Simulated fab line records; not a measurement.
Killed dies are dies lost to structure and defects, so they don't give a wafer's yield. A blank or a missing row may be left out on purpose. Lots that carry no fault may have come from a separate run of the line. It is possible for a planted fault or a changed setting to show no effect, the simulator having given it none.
Split-lot trial | flow n5Finfet | on a route of 1938 steps: 7 lots, 21 wafers read

ON THE SPLIT
At N5_BEOL_M1_TRENCH_ETCH_37 (etches SiOC in C4F6/O2, target depth 55.207 nm, time 29 s), the setting timeS was moved away from the recipe's 29 s on 8 of the 21 wafers read, by -19.6% to +8.1%. The other wafers ran this setting at the recipe's value.

FROM THE SPLIT TO THE READING: what the file shows between them, 2 steps
- N5_BEOL_M1_ETCH_41: etches SiCN in CH3F/O2, target depth 31.9 nm, time 57.8 s
- N5_BEOL_M1_STRIP_97: strips in N2/H2, time 10 s

THE READING
trenchDepthNm, in nm, at N5_BEOL_M1_OCD_MEAS_38. Typical for fault-free wafers on this fab line: 55.0 nm, with standard deviation 1.1 nm.

wafer  | tool, chamber at the split | timeS as run, s | against the recipe | trenchDepthNm, nm | against lot-mates on the recipe
L075.1 | rieDiel-03, 0              | 29              | recipe             | 55.8              | -
L075.3 | rieDiel-03, 3              | 29              | recipe             | 54.3              | -
L075.6 | rieDiel-03, 0              | 29              | recipe             | 55.5              | -
L079.2 | rieDiel-05, 2              | 31.34           | +8.1%              | 60.4              | +5.3
L079.3 | rieDiel-05, 3              | 29              | recipe             | 55.1              | -
L079.5 | rieDiel-05, 3              | 31.34           | +8.1%              | 59.8              | +4.7
L082.1 | rieDiel-05, 1              | 29              | recipe             | 55.4              | -
L082.2 | rieDiel-05, 0              | 29              | recipe             | 53.4              | -
L082.5 | rieDiel-05, 2              | 23.32           | -19.6%             | 44.4              | -10.0
L083.2 | rieDiel-06, 1              | 29              | recipe             | 56.6              | -
L083.3 | rieDiel-06, 2              | 30.99           | +6.9%              | 58.5              | +2.5
L083.4 | rieDiel-06, 0              | 29              | recipe             | 55.4              | -
L086.2 | rieDiel-06, 1              | 29              | recipe             | 56.0              | -
L086.5 | rieDiel-06, 3              | 23.31           | -19.6%             | 44.1              | -11.9
L086.6 | rieDiel-06, 0              | 23.31           | -19.6%             | 43.6              | -12.4
L092.2 | rieDiel-05, 2              | 24.48           | -15.6%             | 46.7              | -7.7
L092.5 | rieDiel-05, 0              | 24.48           | -15.6%             | 44.5              | -9.9
L092.6 | rieDiel-05, 3              | 29              | recipe             | 54.4              | -
L097.2 | rieDiel-03, 3              | 29              | recipe             | 53.9              | -
L097.4 | rieDiel-03, 0              | 29              | recipe             | 55.7              | -
L097.5 | rieDiel-03, 2              | 29              | recipe             | 55.9              | -

THE FIT
A straight line over all 21 wafers: trenchDepthNm changes by +0.581 nm for each +1% of timeS; r = +0.99; the points scatter about the line by 0.87 nm.
The same after taking each lot's own level away (the mean of its wafers on the recipe; 21 wafers): +0.573 nm for each +1%; r = +0.99; scatter 0.88 nm.
According to that fit, moving timeS by its largest amount changes the reading by 11 nm.
Measured against the standard deviation above, the lots' own levels, which go from 54.40 to 56.00 nm, span 1.5 times it.
The two slopes agree, so the slope changes little with the lot-to-lot level.
Check: with one of the wafers moved furthest among these (-19.6%) left out of the fit, the line predicts -11.1 nm for it against its lot-mates. It came out at -11.9 nm against them.

ADDITIONAL SPLITS CARRIED BY THESE WAFERS
Note: prior to the reading, these wafers also went through further splits. Each is held against what the fit with the lots' levels taken away leaves over:
other split on the same wafers          | wafers away from the commonest value | r with trenchDepthNm (lot level and that fit taken away)
N5_HKMG_FIN_COAT_43 spinRpm             | 4                                    | -0.02
N5_MOL_CONTACT_COAG_ETCH_15 sourceW     | 7                                    | +0.14
N5_MOL_CONTACT_COAG_ETCH_110 biasW      | 3                                    | -0.18
N5_MOL_CONTACT_COAG_COAT_62 spinRpm     | 3                                    | -0.29
N5_MOL_CONTACT_COAG_EXPOSE_37 doseMj    | 6                                    | -0.17
N5_BEOL_M0_TRENCH_ETCH_107 targetDepthA | 7                                    | -0.13
N5_BEOL_M1_VIA_ETCH_34 biasW            | 4                                    | -0.05

THE WHOLE CHAIN: every reading that the file lists as answering this split, in the file's order
step                      | what it does                                              | reading                                                                 | change (the file's fit)               | r (the file's)
N5_BEOL_M1_TRENCH_ETCH_37 | etches SiOC in C4F6/O2, target depth 55.207 nm, time 29 s | etch.depthNm (the simulator's own value, which no gauge read)           | +0.566 nm for each +1% of the setting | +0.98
N5_BEOL_M1_TRENCH_ETCH_37 | etches SiOC in C4F6/O2, target depth 55.207 nm, time 29 s | BEOL_M1.featureDepthNm (the simulator's own value, which no gauge read) | +0.568 nm for each +1% of the setting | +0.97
N5_BEOL_M1_OCD_MEAS_38    |                                                           | trenchDepthNm                                                           | +0.56 nm for each +1% of the setting  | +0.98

THE FILE'S OWN FIT
trenchDepthNm changes by +0.56 nm for each +1% of timeS, r = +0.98.
